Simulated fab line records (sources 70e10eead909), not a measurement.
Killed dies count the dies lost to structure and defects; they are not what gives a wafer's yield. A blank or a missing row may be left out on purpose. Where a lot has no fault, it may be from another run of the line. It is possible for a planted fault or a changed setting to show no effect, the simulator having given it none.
Which tool did it? / flow nandHarc / 36 wafers from 12 lots sampled at 6 of the route's 1302 steps

WHAT EACH GAUGE READ, for each wafer
NHARC_P_M2_OVL_MEAS_10: pitch 340 nm. Usual: overlayXNm -0.1 nm, standard deviation 0.72; overlayYNm 0.0 nm, standard deviation 0.95.
lot=L890; measured=day 6 15:08; on=overlay-02; overlayXNm (nm)=-0.5 -0.7 -0.3; overlayYNm (nm)=0.1 -0.4 -0.8; flag=
lot=L892; measured=day 7 10:22; on=overlay-02; overlayXNm (nm)=0.1 -0.9 -0.8; overlayYNm (nm)=0.4 -0.4 -0.1; flag=
lot=L895; measured=day 8 13:52; on=overlay-01; overlayXNm (nm)=1.3 0.8 0.8; overlayYNm (nm)=0.0 -0.4 -0.9; flag=
lot=L897; measured=day 9 03:44; on=overlay-01; overlayXNm (nm)=0.4 0.6 0.1; overlayYNm (nm)=-0.4 0.1 0.1; flag=
lot=L898; measured=day 9 15:37; on=overlay-02; overlayXNm (nm)=0.2 0.2 -0.8; overlayYNm (nm)=0.3 0.6 -0.3; flag=
lot=L899; measured=day 9 22:07; on=overlay-01; overlayXNm (nm)=-0.8 -1.6 -0.7; overlayYNm (nm)=1.7 1.9 2.3; flag=
lot=L900; measured=day 10 10:05; on=overlay-01; overlayXNm (nm)=0.6 1.0 0.8; overlayYNm (nm)=1.7 1.5 1.6; flag=
lot=L902; measured=day 11 08:03; on=overlay-02; overlayXNm (nm)=-0.4 -0.1 -0.7; overlayYNm (nm)=0.3 -0.1 0.7; flag=
lot=L903; measured=day 12 11:29; on=overlay-01; overlayXNm (nm)=1.3 1.2 0.8; overlayYNm (nm)=-0.6 -0.5 -0.5; flag=
lot=L905; measured=day 12 12:08; on=overlay-02; overlayXNm (nm)=-0.6 -0.3 -0.2; overlayYNm (nm)=0.3 0.5 0.2; flag=
lot=L904; measured=day 12 12:52; on=overlay-01; overlayXNm (nm)=-0.3 0.2 0.0; overlayYNm (nm)=0.4 0.2 0.6; flag=
lot=L907; measured=day 13 10:13; on=overlay-02; overlayXNm (nm)=-0.3 -0.8 -0.4; overlayYNm (nm)=0.0 0.4 -0.1; flag=

NHARC_P_M2_INSPECT_11. Usual: rawDefectCount at 4.4, with a standard deviation of 2.7.
lot=L890; measured=day 6 15:10; on=defectInspect-02; rawDefectCount=10 3 8; flag=
lot=L892; measured=day 7 10:23; on=defectInspect-01; rawDefectCount=4 1 4; flag=
lot=L895; measured=day 8 13:55; on=defectInspect-01; rawDefectCount=3 7 2; flag=
lot=L897; measured=day 9 03:47; on=defectInspect-02; rawDefectCount=6 2 1; flag=
lot=L898; measured=day 9 15:40; on=defectInspect-01; rawDefectCount=2 5 6; flag=
lot=L899; measured=day 9 22:10; on=defectInspect-02; rawDefectCount=3 6 2; flag=
lot=L900; measured=day 10 10:07; on=defectInspect-01; rawDefectCount=5 4 5; flag=
lot=L902; measured=day 11 08:05; on=defectInspect-02; rawDefectCount=6 3 4; flag=
lot=L903; measured=day 12 11:31; on=defectInspect-02; rawDefectCount=5 2 2; flag=
lot=L905; measured=day 12 12:10; on=defectInspect-01; rawDefectCount=1 6 5; flag=
lot=L904; measured=day 12 12:54; on=defectInspect-02; rawDefectCount=6 4 686; flag=OFF
lot=L907; measured=day 13 10:16; on=defectInspect-01; rawDefectCount=7 2 3; flag=

NHARC_END_SORT_01. Usual: defectLimitedYield 91.3 %, standard deviation 2.8; killedAtArray 54, standard deviation 18; killedAtOther 0.7, standard deviation 0.87; killedAtPeriphery 3.7, standard deviation 2.5; killedDies 59, standard deviation 19; killedOpen 3.3, standard deviation 2; killedShort 2.6, standard deviation 1.6; sort_bin_2_pct 3.1 %, standard deviation 1.2; sort_bin_3_pct 0.6 %, standard deviation 0.35; sort_bin_4_pct 5.0 %, standard deviation 1.6; sortNPass 618, standard deviation 19; sortRimYieldPct 92 %, standard deviation 4.4; sortYieldPct 91.3 %, standard deviation 2.8.
lot=L897; measured=day 28 10:23; on=prober-02; defectLimitedYield (%)=91.6 93.1 91.4; killedAtArray=53 44 52; killedAtOther=0 0 2; killedAtPeriphery=4 3 4; killedDies=57 47 58; killedOpen=3 3 5; killedShort=1 3 4; sort_bin_2_pct (%)=2.7 2.2 3.7; sort_bin_3_pct (%)=0.6 0.9 0.6; sort_bin_4_pct (%)=5.2 3.8 4.3; sortNPass=620 630 619; sortRimYieldPct (%)=97 91 96; sortYieldPct (%)=91.6 93.1 91.4; flag=
lot=L898; measured=day 28 09:37; on=prober-01; defectLimitedYield (%)=87.4 88.5 87.9; killedAtArray=81 76 76; killedAtOther=0 2 2; killedAtPeriphery=4 0 4; killedDies=85 78 82; killedOpen=3 1 3; killedShort=3 3 5; sort_bin_2_pct (%)=4.1 4.0 4.6; sort_bin_3_pct (%)=1.0 1.2 0.9; sort_bin_4_pct (%)=7.4 6.4 6.6; sortNPass=592 599 595; sortRimYieldPct (%)=92 89 88; sortYieldPct (%)=87.4 88.5 87.9; flag=
lot=L899; measured=day 28 17:25; on=prober-02; defectLimitedYield (%)=90.1 91.0 90.4; killedAtArray=63 58 63; killedAtOther=0 0 0; killedAtPeriphery=4 3 2; killedDies=67 61 65; killedOpen=4 6 4; killedShort=2 2 3; sort_bin_2_pct (%)=3.2 4.0 3.2; sort_bin_3_pct (%)=1.0 0.3 1.0; sort_bin_4_pct (%)=5.6 4.7 5.3; sortNPass=610 616 612; sortRimYieldPct (%)=84 88 86; sortYieldPct (%)=90.1 91.0 90.4; flag=
lot=L903; measured=day 30 04:58; on=prober-02; defectLimitedYield (%)=91.4 90.8 91.9; killedAtArray=53 58 51; killedAtOther=1 3 3; killedAtPeriphery=4 1 1; killedDies=58 62 55; killedOpen=3 1 1; killedShort=4 4 0; sort_bin_2_pct (%)=3.8 3.2 4.1; sort_bin_3_pct (%)=0.4 0.7 0.1; sort_bin_4_pct (%)=4.3 5.2 3.8; sortNPass=619 615 622; sortRimYieldPct (%)=88 90 90; sortYieldPct (%)=91.4 90.8 91.9; flag=
lot=L905; measured=day 30 20:54; on=prober-02; defectLimitedYield (%)=91.6 92.8 92.8; killedAtArray=52 46 43; killedAtOther=0 0 0; killedAtPeriphery=5 3 6; killedDies=57 49 49; killedOpen=5 3 6; killedShort=5 2 0; sort_bin_2_pct (%)=2.8 1.9 2.5; sort_bin_3_pct (%)=0.6 0.7 0.9; sort_bin_4_pct (%)=5.0 4.6 3.8; sortNPass=620 628 628; sortRimYieldPct (%)=82 99 92; sortYieldPct (%)=91.6 92.8 92.8; flag=
lot=L904; measured=day 30 04:15; on=prober-01; defectLimitedYield (%)=90.8 90.7 77.8; killedAtArray=56 59 52; killedAtOther=2 0 1; killedAtPeriphery=4 4 97; killedDies=62 63 150; killedOpen=5 3 2; killedShort=1 3 1; sort_bin_2_pct (%)=2.4 2.8 9.2; sort_bin_3_pct (%)=0.6 0.9 4.4; sort_bin_4_pct (%)=6.2 5.6 8.6; sortNPass=615 614 527; sortRimYieldPct (%)=92 93 87; sortYieldPct (%)=90.8 90.7 77.8; flag=OFF
lot=L907; measured=day 31 06:34; on=prober-01; defectLimitedYield (%)=95.0 95.6 96.6; killedAtArray=30 26 21; killedAtOther=0 1 0; killedAtPeriphery=4 3 2; killedDies=34 30 23; killedOpen=3 3 0; killedShort=2 2 1; sort_bin_2_pct (%)=1.5 1.3 0.3; sort_bin_3_pct (%)=0.3 0.3 0.1; sort_bin_4_pct (%)=3.2 2.8 3.0; sortNPass=643 647 654; sortRimYieldPct (%)=99 99 94; sortYieldPct (%)=95.0 95.6 96.6; flag=

WHAT TOOL EACH LOT RAN ON (gives the tool, then ch and the chambers of the sampled wafers, and finally the start)
lot=L890; NHARC_P_M1_PRE_CLEAN_32=pecvd-02 ch 0,2, day 6 13:52; NHARC_P_M2_DEP_00=pecvd-02 ch 0,1,2, day 6 14:20; NHARC_P_M2_DEGAS_29=pvdSputter-03, day 6 16:17
lot=L892; NHARC_P_M1_PRE_CLEAN_32=pecvd-04 ch 0,1, day 7 08:57; NHARC_P_M2_DEP_00=pecvd-02 ch 1,2, day 7 09:26; NHARC_P_M2_DEGAS_29=pvdSputter-02, day 7 11:29
lot=L895; NHARC_P_M1_PRE_CLEAN_32=pecvd-01 ch 1,2, day 8 12:28; NHARC_P_M2_DEP_00=pecvd-04 ch 1,2, day 8 12:56; NHARC_P_M2_DEGAS_29=pvdSputter-01, day 8 15:02
lot=L897; NHARC_P_M1_PRE_CLEAN_32=pecvd-01 ch 0,1,2, day 9 02:27; NHARC_P_M2_DEP_00=pecvd-04 ch 0,2, day 9 02:57; NHARC_P_M2_DEGAS_29=pvdSputter-02, day 9 05:25
lot=L898; NHARC_P_M1_PRE_CLEAN_32=pecvd-01 ch 0,1, day 9 13:39; NHARC_P_M2_DEP_00=pecvd-02 ch 2, day 9 14:09; NHARC_P_M2_DEGAS_29=pvdSputter-03, day 9 16:44
lot=L899; NHARC_P_M1_PRE_CLEAN_32=pecvd-04 ch 1,2, day 9 20:43; NHARC_P_M2_DEP_00=pecvd-01 ch 0,1,2, day 9 21:15; NHARC_P_M2_DEGAS_29=pvdSputter-02, day 9 23:17
lot=L900; NHARC_P_M1_PRE_CLEAN_32=pecvd-04 ch 0,1,2, day 10 08:40; NHARC_P_M2_DEP_00=pecvd-01 ch 0,1,2, day 10 09:15; NHARC_P_M2_DEGAS_29=pvdSputter-03, day 10 11:13
lot=L902; NHARC_P_M1_PRE_CLEAN_32=pecvd-02 ch 1,2, day 11 06:46; NHARC_P_M2_DEP_00=pecvd-01 ch 0,2, day 11 07:17; NHARC_P_M2_DEGAS_29=pvdSputter-01, day 11 09:38
lot=L903; NHARC_P_M1_PRE_CLEAN_32=pecvd-01 ch 0,1,2, day 12 10:04; NHARC_P_M2_DEP_00=pecvd-02 ch 0,1,2, day 12 10:36; NHARC_P_M2_DEGAS_29=pvdSputter-02, day 12 12:36
lot=L905; NHARC_P_M1_PRE_CLEAN_32=pecvd-01 ch 1,2, day 12 10:43; NHARC_P_M2_DEP_00=pecvd-02 ch 0,1,2, day 12 11:13; NHARC_P_M2_DEGAS_29=pvdSputter-01, day 12 13:15
lot=L904; NHARC_P_M1_PRE_CLEAN_32=pecvd-01 ch 0,1,2, day 12 11:28; NHARC_P_M2_DEP_00=pecvd-02 ch 0,1,2, day 12 11:57; NHARC_P_M2_DEGAS_29=pvdSputter-03, day 12 13:59
lot=L907; NHARC_P_M1_PRE_CLEAN_32=pecvd-02 ch 1,2, day 13 08:49; NHARC_P_M2_DEP_00=pecvd-04 ch 0,2, day 13 09:18; NHARC_P_M2_DEGAS_29=pvdSputter-03, day 13 11:20
- NHARC_P_M1_PRE_CLEAN_32: time 12 s.
- NHARC_P_M2_DEP_00: deposits SiOC, target thk 182.5 nm.
- NHARC_P_M2_DEGAS_29: time 60 s.

AS READ BY THE TOOLS THEMSELVES (means over the sampled wafers that have a number; for cases with no such wafer, the mark the record gives instead)
NHARC_P_M1_PRE_CLEAN_32. Usual: heaterPowerOuterW 372 W, standard deviation 62; heaterPowerW 643 W, standard deviation 83.
lot=L890; tool=pecvd-02; heaterPowerOuterW (W)=310; heaterPowerW (W)=569; flag=
lot=L892; tool=pecvd-04; heaterPowerOuterW (W)=397; heaterPowerW (W)=710; flag=
lot=L895; tool=pecvd-01; heaterPowerOuterW (W)=309; heaterPowerW (W)=561; flag=
lot=L897; tool=pecvd-01; heaterPowerOuterW (W)=387; heaterPowerW (W)=646; flag=
lot=L898; tool=pecvd-01; heaterPowerOuterW (W)=387; heaterPowerW (W)=650; flag=
lot=L899; tool=pecvd-04; heaterPowerOuterW (W)=339; heaterPowerW (W)=546; flag=
lot=L900; tool=pecvd-04; heaterPowerOuterW (W)=377; heaterPowerW (W)=635; flag=
lot=L902; tool=pecvd-02; heaterPowerOuterW (W)=390; heaterPowerW (W)=682; flag=
lot=L903; tool=pecvd-01; heaterPowerOuterW (W)=385; heaterPowerW (W)=649; flag=
lot=L905; tool=pecvd-01; heaterPowerOuterW (W)=329; heaterPowerW (W)=573; flag=
lot=L904; tool=pecvd-01; heaterPowerOuterW (W)=375; heaterPowerW (W)=641; flag=
lot=L907; tool=pecvd-02; heaterPowerOuterW (W)=386; heaterPowerW (W)=671; flag=

NHARC_P_M2_DEGAS_29. Usual: heaterPowerW at 326 W, with a standard deviation of 32.
lot=L890; tool=pvdSputter-03; heaterPowerW (W)=331; flag=
lot=L892; tool=pvdSputter-02; heaterPowerW (W)=344; flag=
lot=L895; tool=pvdSputter-01; heaterPowerW (W)=322; flag=
lot=L897; tool=pvdSputter-02; heaterPowerW (W)=340; flag=
lot=L898; tool=pvdSputter-03; heaterPowerW (W)=335; flag=
lot=L899; tool=pvdSputter-02; heaterPowerW (W)=346; flag=
lot=L900; tool=pvdSputter-03; heaterPowerW (W)=334; flag=
lot=L902; tool=pvdSputter-01; heaterPowerW (W)=293; flag=
lot=L903; tool=pvdSputter-02; heaterPowerW (W)=331; flag=
lot=L905; tool=pvdSputter-01; heaterPowerW (W)=323; flag=
lot=L904; tool=pvdSputter-03; heaterPowerW (W)=342; flag=
lot=L907; tool=pvdSputter-03; heaterPowerW (W)=333; flag=

THE ANSWER, worked out from the rows above alone
Rule: take the mean of a lot's wafers that have a number; if it is more than 3 standard deviations from the usual mean, the lot is off. Also off: a lot with no number at a reading for which 4 or more lots have one. The other lots that the step has rows for count as sound. Order of review: gauges by route order, followed by the tools' own readings, for which a lot's mean as printed above is used. At the first step where some lot is off, the reading lying furthest off is the one used; lots without a number count as furthest.
Off, at NHARC_P_M2_INSPECT_11 on rawDefectCount: L904.
If a tool, at a process step before that reading, ran all the lots that are off and no sound lot after the first of them, it fits. Not tried: the gauges at NHARC_P_M2_INSPECT_11; whatever is off there is also off at NHARC_END_SORT_01, on other tools, and gauge error can't account for it. Can't be told from this: 2 tools fit, pecvd-01 at NHARC_P_M1_PRE_CLEAN_32, pecvd-02 at NHARC_P_M2_DEP_00.

WHAT THE SIMULATOR HAD PUT IN
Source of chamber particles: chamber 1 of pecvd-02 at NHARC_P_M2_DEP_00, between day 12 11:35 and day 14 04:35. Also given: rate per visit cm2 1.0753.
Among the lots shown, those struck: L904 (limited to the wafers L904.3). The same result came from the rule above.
